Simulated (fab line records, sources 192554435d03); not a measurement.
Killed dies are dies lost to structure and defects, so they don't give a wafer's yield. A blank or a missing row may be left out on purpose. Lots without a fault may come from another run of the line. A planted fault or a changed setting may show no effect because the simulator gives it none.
fab line records | flow n5_finfet
record lots=11 wafers=27 last_day=17
route steps=1938 shown MOL_CONTACT_COAG@573 BEOL_M4@1111 PASSIVATION@1936
lots that met no fault: from a run of the same line without faults
start_h: hours from the record's first day to the start of the lot's first wafer shown | wait_h: hours since the lot's step before | " the same as in the row above | L1.1+2: a row that stands for several wafers | - no value, or no start given | * or withheld: withheld | < > ~ a bound
route shown NAME@n: a module of which the file shows steps, and the number in the route of the first | usual: mean/standard deviation of fault-free wafers | same: alike in all rows | chamber/n: place in a boat | sites: the reading at each site | _std_site: their standard deviation | _edge_site: outer sites' mean less inner sites' | radius_mm: how far each site lies from the wafer's centre | mask NAME#n: copy n | behind: the tool/chamber that last shaped the wafer | hold: why the lot was held/for how many hours/how that ended | device: the transistor (n, p or np) that didn't switch | end of line: the same wafers' tests at the end of the route | a step without rows: its recipe alone | killed: dies lost to structure and defects at the first sort, not the wafer's yield | map: a wafer's dies, x killed, . not, _ none there
set.NAME: the setting as run; set.NAME@STEP: as run at that earlier step | model.NAME: the simulator's own value behind a step, which no gauge read
steps of the route over a sample of lots; a table a step, a row a wafer
services: from which hour (start_h, from the record's first day; less than 0 if before it) a tool's chamber was out of use, for how many hours, and why
## steps
# step N5_MOL_CONTACT_COAG_CD_MEAS_84
# recipe target_cd_nm=25.1 landing_energy_ev=500 detector=se_inlens polarity=opening
# usual cd_nm=25.09/0.29
# columns lot.wafer tool chamber start_h wait_h cd_nm
L729.4 cd_sem-02 0 109.07 - 25.40
L729.6 " 0 " " 25.21
L730.2 cd_sem-01 0 116.57 - 24.93
L730.5 " 0 " " 25.06
L733.2 cd_sem-02 0 133.21 - 24.86
L733.3 " 0 " " 24.60
L733.6 " 0 " " 25.00
L735.2 cd_sem-03 0 145.75 - 24.96
L735.5 " 0 " " 25.53
L735.6 " 0 " " 24.97
L736.1 cd_sem-02 0 149.85 - 25.07
L736.3 " 0 " " 25.50
L736.4 " 0 " " 24.87
L739.2 cd_sem-01 0 187.53 - 25.02
L739.3 " 0 " " 24.72
L745.1 cd_sem-03 0 208.70 - 24.44
L745.2 " 0 " " 24.33
L745.6 " 0 " " 24.81
L747.3 cd_sem-02 0 216.92 - 25.51
L747.5 " 0 " " 25.57
L748.2 cd_sem-02 0 221.97 - 24.96
L748.3 " 0 " " 24.99
L748.5 " 0 " " 25.14
L749.5 cd_sem-03 0 222.33 - 25.32
L749.6 " 0 " " 25.16
L750.5 cd_sem-01 0 229.93 - 25.26
L750.6 " 0 " " 25.34
# step N5_MOL_CONTACT_COAG_OVL_MEAS_85
# recipe points_per_wafer=522
# usual VG_OVL=0.0/0.72
# columns lot.wafer tool chamber start_h wait_h VG_OVL[nm]
L729.4 overlay-02 0 109.11 0.0 -0.1
L729.6 " 0 " " -0.4
L730.2 overlay-01 0 116.60 0.0 0.3
L730.5 " 0 " " 0.2
L733.2 overlay-01 0 133.26 0.0 1.0
L733.3 " 0 " " 0.6
L733.6 " 0 " " 1.1
L735.2 overlay-01 0 145.79 0.0 1.7
L735.5 " 0 " " 1.0
L735.6 " 0 " " 1.7
L736.1 overlay-01 0 149.88 0.0 -0.8
L736.3 " 0 " " 0.5
L736.4 " 0 " " 0.3
L739.2 overlay-02 0 187.57 0.0 0.1
L739.3 " 0 " " -0.1
L745.1 overlay-02 0 208.73 0.0 1.3
L745.2 " 0 " " -0.2
L745.6 " 0 " " 1.3
L747.3 overlay-01 0 216.96 0.0 -0.5
L747.5 " 0 " " -0.1
L748.2 overlay-01 0 222.00 0.0 -0.3
L748.3 " 0 " " -1.2
L748.5 " 0 " " -0.4
L749.5 overlay-02 0 222.38 0.0 -0.3
L749.6 " 0 " " -0.2
L750.5 overlay-01 0 229.98 0.0 -1.2
L750.6 " 0 " " 0.7
# step N5_MOL_CONTACT_COAG_ETCH_47
# recipe chemistry=CH3F/O2 target=SiNx target_depth_a=270 mask_material=SiO2 stop_on=W over_etch_frac=0.2 ion_energy_ev=120 endpoint=OES-CN pressure_mtorr=30 source_w=395 bias_w=73 Ar_flow_sccm=150 CH3F_flow_sccm=30 O2_flow_sccm=20 ends=end_point
# usual drypump_motor_current_A=5.6/0.42 etch_rf_on_time_s=31.4/0.93 oes_ar_750_au=0.80/0.092 oes_product_au=0.71/0.087 over_etch_frac=0.2/0 rf_vpp_V=298/8.3 showerhead_plenum_p_Torr=2.00/0.045 throttle_valve_pct=16.41/0.15
# columns lot.wafer tool chamber start_h wait_h drypump_motor_current_A etch_rf_on_time_s oes_ar_750_au oes_product_au over_etch_frac rf_hours_counter_h rf_vpp_V showerhead_plenum_p_Torr throttle_valve_pct
L729.4 rie_diel-03 0 110.14 0.0 5.8 32.8 0.69 0.60 0.2 - 286 1.98 16.55
L729.6 " 1 " " 6.4 31.5 0.84 0.77 0.2 - 312 2.03 16.26
L730.2 rie_diel-03 1 118.15 0.0 6.3 32.2 0.83 0.76 0.2 55 312 2.03 16.27
L730.5 " 0 " " 5.8 33.4 0.68 0.59 0.2 - 287 1.98 16.54
L733.2 rie_diel-05 2 134.10 0.0 5.3 32.3 0.76 0.69 0.2 102 292 2.01 16.24
L733.3 " 1 " " 5.3 30.2 0.99 0.89 0.2 0 285 2.06 16.40
L733.6 " 3 " " 5.8 32.1 0.72 0.65 0.2 - 293 1.99 16.64
L735.2 rie_diel-04 2 146.45 0.0 5.5 31.0 0.92 0.83 0.2 18 294 1.94 16.29
L735.5 " 0 " " 4.8 30.5 0.86 0.78 0.2 - 302 2.03 16.21
L735.6 " 1 " " 5.3 30.8 0.88 0.79 0.2 - 301 1.97 16.48
L736.1 rie_diel-03 0 150.55 0.0 5.8 34.1 0.68 0.58 0.2 239 287 1.98 16.57
L736.3 " 1 " " 6.3 31.7 0.82 0.75 0.2 67 312 2.02 16.31
L736.4 " 3 " " 5.5 30.3 0.94 0.84 0.2 11 302 2.05 16.23
L739.2 rie_diel-03 2 188.37 0.0 5.4 31.4 0.70 0.61 0.2 238 302 2.03 16.60
L739.3 " 3 " " 5.5 32.1 0.91 0.78 0.30905 28 301 2.04 16.28
L745.1 rie_diel-03 1 209.75 0.0 6.3 31.8 0.80 0.72 0.2 91 313 2.01 16.32
L745.2 " 3 " " 5.4 29.3 0.88 0.80 0.2 36 299 2.04 16.28
L745.6 " 1 " " 6.3 34.3 0.79 0.69 0.30905 - 311 2.01 16.34
L747.3 rie_diel-03 0 217.69 0.0 5.8 34.9 0.97 0.82 0.30905 4 286 1.97 16.10
L747.5 " 3 " " 5.4 29.3 0.88 0.81 0.2 - 301 2.04 16.31
L748.2 rie_diel-04 2 222.83 0.0 5.5 30.7 0.88 0.79 0.2 40 294 1.94 16.33
L748.3 " 3 " " 6.3 31.5 0.70 0.62 0.2 248 305 2.04 16.46
L748.5 " 2 " " 5.5 30.7 0.88 0.79 0.2 - 294 1.94 16.36
L749.5 rie_diel-05 0 223.05 0.0 6.0 32.0 0.69 0.62 0.2 - 288 1.89 16.42
L749.6 " 3 " " 5.8 32.2 0.71 0.62 0.2 - 292 1.98 16.70
L750.5 rie_diel-04 0 232.32 0.0 4.9 30.5 0.83 0.74 0.2 - 302 2.02 16.28
L750.6 " 2 " " 5.5 30.6 0.87 0.78 0.2 - 296 1.94 16.36
# step N5_MOL_CONTACT_COAG_STRIP_119
# recipe chemistry=N2/H2 time_s=30 power_w=1000 temp_c=250 pressure_mtorr=withheld n2_flow_sccm=1750 h2_flow_sccm=3250
# usual drypump_motor_current_A=5.9/0.43 heater_power_w=329/23
# columns lot.wafer tool chamber start_h wait_h drypump_motor_current_A heater_power_w rf_hours_counter_h
L729.4 plasma_asher-02 0 110.22 0.0 6.4 345 -
L729.6 " 0 " " 6.4 350 -
L730.2 plasma_asher-02 1 118.23 0.1 5.7 352 98
L730.5 " 1 " " 5.7 371 -
L733.2 plasma_asher-01 0 134.18 0.1 6.2 315 43
L733.3 " 0 " " 6.2 318 -
L733.6 " 1 " " 5.3 307 -
L735.2 plasma_asher-02 0 146.53 0.1 6.4 348 103
L735.5 " 0 " " 6.4 352 -
L735.6 " 1 " " 5.8 362 -
L736.1 plasma_asher-01 0 150.63 0.1 6.3 319 46
L736.3 " 0 " " 6.2 314 -
L736.4 " 1 " " 5.3 305 -
L739.2 plasma_asher-02 1 188.46 0.1 5.8 360 110
L739.3 " 0 " " 6.5 345 -
L745.1 plasma_asher-01 1 209.83 0.1 5.4 304 61
L745.2 " 0 " " 6.3 316 61
L745.6 " 0 " " 6.3 316 -
L747.3 plasma_asher-02 0 217.79 0.1 6.4 344 -
L747.5 " 1 " " 5.8 368 -
L748.2 plasma_asher-01 1 222.92 0.1 5.3 309 63
L748.3 " 1 " " 5.3 309 -
L748.5 " 0 " " 6.3 312 -
L749.5 plasma_asher-01 0 223.14 0.1 6.2 316 -
L749.6 " 1 " " 5.4 311 -
L750.5 plasma_asher-02 0 232.42 0.1 6.4 354 -
L750.6 " 1 " " 5.7 362 -
# step N5_BEOL_M4_RC_MEAS_101
# usual DIBL_N=36.0/2 DIBL_P=35.9/2.5 IOFF_N=0.16/0.038 IOFF_P=0.21/0.04 ION_N=675/14 ION_P=462/9.4 SS_N=71.5/0.75 SS_P=73.2/0.74 VT_N=250/3.9 VT_P=-251/3.2
# columns lot.wafer tool chamber start_h wait_h DIBL_N[mV/V] DIBL_P[mV/V] IOFF_N[nA/um] IOFF_P[nA/um] ION_N[uA/um] ION_P[uA/um] SS_N[mV/dec] SS_P[mV/dec] VT_N[mV] VT_P[mV]
L729.4 prober-01 0 164.16 0.5 35.2 35.1 0.17 0.22 691 472 70.9 73.1 244 -245
L729.6 " 0 " " 36.8 35.2 0.21 0.22 694 466 71.7 73.5 242 -246
L730.2 prober-01 0 178.60 0.2 40.0 37.8 0.23 0.28 690 468 72.1 74.2 242 -246
L730.5 " 0 " " 32.6 30.3 0.12 0.18 679 474 69.8 72.2 249 -251
L733.2 prober-02 0 192.72 0.2 36.9 37.7 0.20 0.25 705 478 71.5 73.2 244 -246
L733.3 " 0 " " 37.0 39.5 0.18 0.28 681 474 71.4 74.4 249 -249
L733.6 " 0 " " 37.0 38.4 0.18 0.26 692 479 71.2 73.7 247 -248
L735.2 prober-01 0 205.27 0.2 34.7 33.1 0.14 0.18 668 461 71.0 72.9 250 -253
L735.5 " 0 " " 35.0 34.7 0.15 0.20 675 464 71.1 73.1 249 -250
L735.6 " 0 " " 37.0 35.0 0.18 0.20 661 456 73.0 73.8 249 -250
L736.1 prober-02 0 212.35 0.0 35.6 34.3 0.16 0.23 701 483 71.3 72.8 243 -245
L736.3 " 0 " " 34.8 33.3 0.13 0.22 683 475 69.7 72.4 248 -248
L736.4 " 0 " " 35.3 34.1 0.14 0.23 686 472 70.6 72.8 248 -247
L739.2 prober-02 0 249.62 0.2 35.8 38.4 0.15 0.21 672 461 71.3 73.0 251 -252
L739.3 " 0 " " 34.7 34.8 0.13 0.16 661 446 70.9 72.7 250 -254
L745.1 prober-02 0 269.86 0.0 33.6 34.1 0.12 0.17 669 457 71.5 72.7 255 -253
L745.2 " 0 " " 35.3 36.7 0.14 0.20 647 447 71.2 72.7 251 -249
L745.6 " 0 " " 34.5 37.0 0.14 0.21 688 473 70.9 73.6 250 -249
L747.3 prober-01 0 273.98 0.3 33.9 30.5 0.13 0.16 653 444 70.8 72.2 252 -256
L747.5 " 0 " " 36.8 36.5 0.20 0.26 703 484 71.5 74.2 244 -247
L748.2 prober-01 0 276.71 0.2 36.8 37.8 0.16 0.21 685 465 71.4 73.6 250 -248
L748.3 " 0 " " 31.9 32.6 0.09 0.15 660 463 70.5 71.4 258 -256
L748.5 " 0 " " 35.9 36.6 0.15 0.20 676 468 71.2 72.9 251 -251
L749.5 prober-01 0 296.35 0.6 36.6 36.4 0.14 0.22 661 458 71.7 73.2 253 -250
L749.6 " 0 " " 37.0 37.0 0.16 0.24 672 466 71.4 73.7 249 -249
L750.5 prober-01 0 301.39 0.6 34.7 35.0 0.12 0.17 664 460 71.2 72.7 254 -253
L750.6 " 0 " " 33.0 31.9 0.11 0.15 663 464 70.9 71.9 258 -256
# step N5_PASSIVATION_PROBE_49
# usual defect_limited_yield=91.3/1.5 killed_at_M0_to_M3=33/12 killed_at_M4_up=15/5.2 killed_at_contacts=12/5.1 killed_at_front_end=39/11 killed_at_other=5/3.6 killed_dies=103/18 killed_open=67/13 killed_short=33/7.8 sort_bin_5_function=5.1/0.96 sort_bin_6_memory=3.2/0.71 sort_bin_8_speed=0.01/0.063 sort_n_pass=1077/18 sort_yield_pct=91.3/1.5
# same gross_dies=1180 killed_at_back_side=0 sort_bin_4_leakage[%]=0
# columns lot.wafer tool chamber start_h wait_h defect_limited_yield[%] killed_at_M0_to_M3 killed_at_M4_up killed_at_contacts killed_at_front_end killed_at_other killed_dies killed_open killed_short sort_bin_5_function[%] sort_bin_6_memory[%] sort_bin_8_speed[%] sort_n_pass sort_yield_pct[%]
L729.4 prober-02 - 254.26 0.2 90.4 32 19 6 49 7 113 73 38 6.3 2.9 0 1067 90.4
L729.6 prober-02 - 254.36 0.3 88.9 51 18 14 45 3 131 93 38 6.1 4.9 0 1049 88.9
L730.2 prober-01 - 278.74 0.1 92.8 12 17 20 35 1 85 54 23 4.1 2.3 0 1095 92.8
L730.5 prober-01 - 278.89 0.2 92.3 28 15 18 26 4 91 69 20 3.4 4.1 0 1089 92.3
L733.2 prober-01 - 286.51 0.1 89.1 46 16 10 45 12 129 73 56 6.2 4.2 0 1051 89.1
L733.3 prober-01 - 286.56 0.1 89.3 50 12 17 43 4 126 98 28 5.7 4.6 0 1054 89.3
L733.6 prober-01 - 286.71 0.3 91.7 37 14 7 34 6 98 63 35 4.9 3.2 0 1082 91.7
L735.2 prober-02 - 300.56 0.1 89.4 33 10 8 67 7 125 66 48 6.4 3.4 0 1055 89.4
L735.5 prober-02 - 300.71 0.2 90.3 44 10 6 46 8 114 63 44 4.9 4.1 0 1066 90.3
L735.6 prober-02 - 300.76 0.3 90.5 27 14 8 56 7 112 69 42 6.4 2.9 0.08 1068 90.5
L736.1 prober-02 - 306.11 0.0 90.3 58 9 2 42 3 114 71 43 6.1 3.3 0 1066 90.3
L736.3 prober-02 - 306.21 0.1 91.8 30 22 4 33 8 97 54 36 4.2 3.3 0 1083 91.8
L736.4 prober-02 - 306.26 0.2 90.1 37 26 10 41 3 117 80 37 4.4 5.5 0 1063 90.1
L739.2 prober-02 - 348.50 0.1 89.2 33 17 13 59 6 128 79 41 5.6 4.3 0 1052 89.2
L739.3 prober-02 - 348.55 0.1 92.2 24 17 7 39 5 92 53 25 4.3 2.0 0 1088 92.2
L745.1 prober-01 - 365.18 0.0 92.6 29 12 10 25 11 87 53 33 4.7 2.5 0 1093 92.6
L745.2 prober-01 - 365.23 0.1 90.3 31 11 10 47 15 114 66 43 5.5 3.1 0 1066 90.3
L745.6 prober-01 - 365.43 0.3 90.9 29 12 11 46 9 107 60 47 6.6 2.1 0 1073 90.9
L747.3 prober-01 - 379.27 0.1 91.0 30 19 14 40 3 106 78 28 5.7 3.1 0.68 1066 90.3
L747.5 prober-01 - 379.37 0.2 90.8 44 6 17 32 9 108 70 38 5.5 3.1 0 1072 90.8
L748.2 prober-02 - 379.38 0.1 89.8 41 21 15 41 2 120 70 35 5.3 3.7 0 1060 89.8
L748.3 prober-02 - 379.43 0.1 92.2 23 18 14 36 1 92 59 24 4.0 3.0 0 1088 92.2
L748.5 prober-02 - 379.53 0.2 90.8 21 21 15 48 3 108 70 29 5.2 3.1 0 1072 90.8
L749.5 prober-02 - 397.65 0.2 90.7 37 16 5 49 3 110 71 35 5.8 3.1 0 1070 90.7
L749.6 prober-02 - 397.70 0.3 90.9 25 17 10 51 4 107 60 38 4.8 3.2 0 1073 90.9
L750.5 prober-01 - 401.07 0.2 91.7 27 14 6 43 8 98 60 36 5.2 3.1 0 1082 91.7
L750.6 prober-01 - 401.12 0.3 88.9 46 10 18 47 10 131 87 38 6.5 4.2 0 1049 88.9
# killed by level:class
L729.4 FIN_SAQP:geometric_particle:open=19 FIN_SAQP:geometric_particle:short=18 BEOL_M5:geometric_particle:open=9 BEOL_M2:geometric_particle:open=7 BEOL_M3:geometric_particle:open=6 MOL_CONTACT_COAG:geometric_particle:open=5 BEOL_M1:geometric_particle:open=5 STI_FIN_REVEAL:geometric_particle:open=4
L729.6 FIN_SAQP:geometric_particle:open=14 BEOL_M0_SAQP:geometric_particle:open=14 BEOL_M2:geometric_particle:open=13 MOL_CONTACT_COAG:geometric_particle:open=10 BEOL_M3:geometric_particle:open=10 BEOL_M0_SAQP:geometric_particle:short=9 FIN_SAQP:geometric_particle:short=8 BEOL_M5:geometric_particle:open=8
L730.2 MOL_CONTACT_COAG:geometric_particle:open=14 BEOL_M4:geometric_particle:open=8 HKMG_FIN:area_etch=8 STI_FIN_REVEAL:geometric_particle:open=6 MOL_CONTACT_COAG:geometric_particle:short=6 FIN_SAQP:geometric_particle:open=5 GATE_CUT:geometric_particle:open=5 BEOL_M0_SAQP:geometric_particle:short=4
L730.5 MOL_CONTACT_COAG:geometric_particle:open=16 STI_FIN_REVEAL:geometric_particle:open=9 BEOL_M2:geometric_particle:open=9 BEOL_M3:geometric_particle:short=5 FIN_SAQP:geometric_particle:open=4 STI_FIN_REVEAL:geometric_particle:short=4 BEOL_M3:geometric_particle:open=4 BEOL_M4:geometric_particle:open=4
L733.2 BEOL_M0_SAQP:geometric_particle:short=14 GATE_CUT:geometric_particle:short=11 BEOL_M0_SAQP:geometric_particle:open=10 GATE_CUT:geometric_particle:open=9 MOL_CONTACT_COAG:geometric_particle:open=7 STI_FIN_REVEAL:geometric_particle:open=6 BEOL_M2:geometric_particle:open=6 BEOL_M3:geometric_particle:open=6
L733.3 MOL_CONTACT_COAG:geometric_particle:open=16 STI_FIN_REVEAL:geometric_particle:open=15 BEOL_M2:geometric_particle:open=15 BEOL_M1:geometric_particle:open=10 FIN_SAQP:geometric_particle:open=8 BEOL_M3:geometric_particle:open=6 BEOL_M0_SAQP:geometric_particle:open=5 STI_FIN_REVEAL:geometric_particle:short=4
L733.6 BEOL_M0_SAQP:geometric_particle:short=9 STI_FIN_REVEAL:geometric_particle:open=8 MOL_CONTACT_COAG:geometric_particle:open=7 FIN_SAQP:geometric_particle:open=6 BEOL_M1:geometric_particle:open=6 BEOL_M2:geometric_particle:open=6 BEOL_M3:geometric_particle:short=6 FIN_SAQP:geometric_particle:short=5
L735.2 FIN_SAQP:geometric_particle:short=16 FIN_SAQP:geometric_particle:open=11 STI_FIN_REVEAL:geometric_particle:open=11 ILD0:geometric_particle:short=7 BEOL_M3:geometric_particle:open=7 BEOL_M0_SAQP:geometric_particle:short=6 BEOL_M0_SAQP:geometric_particle:open=6 HKMG_FIN:area_etch=6
L735.5 BEOL_M0_SAQP:geometric_particle:short=15 BEOL_M0_SAQP:geometric_particle:open=10 STI_FIN_REVEAL:geometric_particle:open=9 FIN_SAQP:geometric_particle:open=8 HKMG_FIN:area_etch=7 BEOL_M1:geometric_particle:open=6 MIM_TOP_ETCH:geometric_particle:short=5 BEOL_M3:geometric_particle:open=5
L735.6 STI_FIN_REVEAL:geometric_particle:open=11 FIN_SAQP:geometric_particle:short=9 ILD0:geometric_particle:open=8 MOL_CONTACT_COAG:geometric_particle:open=8 BEOL_M0_SAQP:geometric_particle:short=8 BEOL_M0_SAQP:geometric_particle:open=8 GATE_CUT:geometric_particle:short=7 BEOL_M4:geometric_particle:open=7
L736.1 BEOL_M1:geometric_particle:open=14 BEOL_M0_SAQP:geometric_particle:short=12 BEOL_M0_SAQP:geometric_particle:open=12 FIN_SAQP:geometric_particle:open=8 BEOL_M3:geometric_particle:open=8 DUMMY_GATE:geometric_particle:open=6 STI_FIN_REVEAL:geometric_particle:open=5 DUMMY_GATE:geometric_particle:short=5
L736.3 BEOL_M4:geometric_particle:open=8 BEOL_M0_SAQP:geometric_particle:short=7 BEOL_M2:geometric_particle:open=7 BEOL_M4:geometric_particle:short=7 HKMG_FIN:area_etch=7 DUMMY_GATE:geometric_particle:short=6 FIN_SAQP:geometric_particle:open=5 BEOL_M5:geometric_particle:open=5
L736.4 BEOL_M1:geometric_particle:open=11 DUMMY_GATE:geometric_particle:open=9 BEOL_M0_SAQP:geometric_particle:open=8 MOL_CONTACT_COAG:geometric_particle:open=7 STI_FIN_REVEAL:geometric_particle:open=6 GATE_CUT:geometric_particle:short=6 BEOL_M4:geometric_particle:open=6 BEOL_M5:geometric_particle:open=5
L739.2 BEOL_M1:geometric_particle:open=14 FIN_SAQP:geometric_particle:short=10 STI_FIN_REVEAL:geometric_particle:open=10 MOL_CONTACT_COAG:geometric_particle:open=10 FIN_SAQP:geometric_particle:open=8 HKMG_FIN:area_etch=8 DUMMY_GATE:geometric_particle:open=7 GATE_CUT:geometric_particle:short=6
L739.3 HKMG_FIN:area_etch=14 MOL_CONTACT_COAG:geometric_particle:open=7 STI_FIN_REVEAL:geometric_particle:open=5 BEOL_M3:geometric_particle:open=5 BEOL_M4:geometric_particle:open=5 FIN_SAQP:geometric_particle:short=4 BEOL_M0_SAQP:geometric_particle:short=4 BEOL_M0_SAQP:geometric_particle:open=4
L745.1 MOL_CONTACT_COAG:geometric_particle:open=9 BEOL_M0_SAQP:geometric_particle:short=8 FIN_SAQP:geometric_particle:open=7 BEOL_M2:geometric_particle:open=7 BEOL_M3:geometric_particle:open=5 FIN_SAQP:geometric_particle:short=4 BEOL_M0_SAQP:geometric_particle:open=4 BEOL_M4:geometric_particle:open=4
L745.2 BEOL_M2:geometric_particle:open=11 FIN_SAQP:geometric_particle:short=8 FIN_SAQP:geometric_particle:open=7 MOL_CONTACT_COAG:geometric_particle:open=7 DUMMY_GATE:geometric_particle:open=6 GATE_CUT:geometric_particle:short=6 STARTING-WAFER:geometric_particle:short=6 BEOL_M3:geometric_particle:open=6
L745.6 FIN_SAQP:geometric_particle:short=21 BEOL_M3:geometric_particle:open=9 MOL_CONTACT_COAG:geometric_particle:open=8 BEOL_M2:geometric_particle:open=7 FIN_SAQP:geometric_particle:open=6 DUMMY_GATE:geometric_particle:open=6 STARTING-WAFER:geometric_particle:open=5 BEOL_M2:geometric_particle:short=4
L747.3 BEOL_M2:geometric_particle:open=12 FIN_SAQP:geometric_particle:open=11 STI_FIN_REVEAL:geometric_particle:open=9 MOL_CONTACT_COAG:geometric_particle:open=9 BEOL_M4:geometric_particle:open=7 BEOL_M0_SAQP:geometric_particle:short=6 DUMMY_GATE:geometric_particle:open=5 MOL_CONTACT_COAG:geometric_particle:short=5
L747.5 MOL_CONTACT_COAG:geometric_particle:open=11 BEOL_M2:geometric_particle:open=10 STI_FIN_REVEAL:geometric_particle:open=8 BEOL_M0_SAQP:geometric_particle:open=8 BEOL_M1:geometric_particle:open=8 MOL_CONTACT_COAG:geometric_particle:short=6 FIN_SAQP:geometric_particle:open=5 BEOL_M2:geometric_particle:short=5
L748.2 GATE_CUT:geometric_particle:short=9 MOL_CONTACT_COAG:geometric_particle:open=9 BEOL_M1:geometric_particle:open=9 HKMG_FIN:area_etch=8 BEOL_M0_SAQP:geometric_particle:open=7 BEOL_M3:geometric_particle:open=7 BEOL_M0_SAQP:geometric_particle:short=6 BEOL_M2:geometric_particle:open=6
L748.3 MOL_CONTACT_COAG:geometric_particle:open=13 HKMG_FIN:area_etch=9 BEOL_M4:geometric_particle:open=8 GATE_CUT:geometric_particle:short=7 BEOL_M0_SAQP:geometric_particle:open=7 GATE_CUT:geometric_particle:open=5 BEOL_M1:geometric_particle:open=4 BEOL_M3:geometric_particle:open=4
L748.5 MOL_CONTACT_COAG:geometric_particle:open=12 FIN_SAQP:geometric_particle:open=9 GATE_CUT:geometric_particle:short=9 HKMG_FIN:area_etch=8 BEOL_M4:geometric_particle:open=7 DUMMY_GATE:geometric_particle:open=5 BEOL_M1:geometric_particle:open=5 BEOL_M0_SAQP:geometric_particle:open=4
L749.5 GATE_CUT:geometric_particle:short=11 STI_FIN_REVEAL:geometric_particle:open=10 FIN_SAQP:geometric_particle:short=8 BEOL_M0_SAQP:geometric_particle:open=8 BEOL_M3:geometric_particle:open=8 BEOL_M0_SAQP:geometric_particle:short=7 BEOL_M2:geometric_particle:open=7 DUMMY_GATE:geometric_particle:open=6
L749.6 FIN_SAQP:geometric_particle:short=10 FIN_SAQP:geometric_particle:open=9 BEOL_M2:geometric_particle:open=9 MOL_CONTACT_COAG:geometric_particle:open=8 STI_FIN_REVEAL:geometric_particle:open=6 GATE_CUT:geometric_particle:short=6 BEOL_M3:geometric_particle:open=6 HKMG_FIN:area_etch=6
L750.5 STI_FIN_REVEAL:geometric_particle:open=10 FIN_SAQP:geometric_particle:short=8 BEOL_M0_SAQP:geometric_particle:open=7 MOL_CONTACT_COAG:geometric_particle:open=6 BEOL_M3:geometric_particle:open=6 FIN_SAQP:geometric_particle:open=5 BEOL_M2:geometric_particle:open=5 STARTING-WAFER:geometric_particle:short=5
L750.6 BEOL_M2:geometric_particle:open=14 MOL_CONTACT_COAG:geometric_particle:open=13 STI_FIN_REVEAL:geometric_particle:open=11 BEOL_M1:geometric_particle:open=7 FIN_SAQP:geometric_particle:open=6 ILD0:geometric_particle:short=6 BEOL_M0_SAQP:geometric_particle:short=6 BEOL_M3:geometric_particle:open=6
## services
# columns tool chamber start_h hours kind
rie_diel-03 3 104.51 - clean
rie_diel-03 3 104.51 - consumable_replace:focus_ring
rie_diel-03 3 104.51 17.2 scheduled_down
rie_diel-03 3 104.51 17.2 vent_cycle
rie_diel-05 1 114.63 - clean
rie_diel-05 1 114.63 - consumable_replace:focus_ring
rie_diel-05 1 114.63 18.1 scheduled_down
rie_diel-04 3 149.33 7.2 repair
plasma_asher-02 - 154.70 6.9 repair
rie_diel-04 2 169.75 12.7 repair
rie_diel-03 0 180.04 - clean
rie_diel-03 0 180.04 - consumable_replace:focus_ring
rie_diel-03 0 180.04 25.4 scheduled_down
rie_diel-03 0 180.04 25.4 vent_cycle
rie_diel-04 2 205.62 6.8 repair
plasma_asher-01 - 216.65 2.8 pm
rie_diel-03 2 222.26 - clean
rie_diel-03 2 222.26 - consumable_replace:focus_ring
rie_diel-03 2 222.26 19.4 scheduled_down
rie_diel-03 2 222.26 19.4 vent_cycle
rie_diel-04 3 229.79 - clean
rie_diel-04 3 229.79 - consumable_replace:focus_ring
rie_diel-04 3 229.79 18.8 scheduled_down
rie_diel-04 3 229.79 18.8 vent_cycle
## key
first_sign step=N5_MOL_CONTACT_COAG_ETCH_47 reading=over_etch_frac direction=up sigmas=99+ usual=0.2 struck=0.30905
effect step=N5_MOL_CONTACT_COAG_ETCH_47 reading=etch_rf_on_time_s direction=up sigmas=2.6 usual=* struck=*
met_at N5_MOL_CONTACT_COAG_ETCH_47
struck_lots L739,L745,L747
struck_wafers L739.3,L745.6,L747.3
baseline_loss step=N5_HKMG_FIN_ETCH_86 wafers=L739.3
not_acting_at N5_MOL_CONTACT_COAG_CD_MEAS_84,N5_MOL_CONTACT_COAG_OVL_MEAS_85,N5_MOL_CONTACT_COAG_STRIP_119
onset_between 150.55 188.37
fault kind=process_parameter_drift tool=rie_diel-03 chamber=- onset_h=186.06 steps=N5_MOL_CONTACT_COAG_ETCH_47 channel=over_etch_frac offset=0.10905 shape=step end_h=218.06 scope=struck_wafers_only acts_in=these_recipes_only stated=0.2
# baseline_loss: these wafers lose ten dies or more at that step, a loss of the line's own and not of a fault; the sort's usual values leave them out
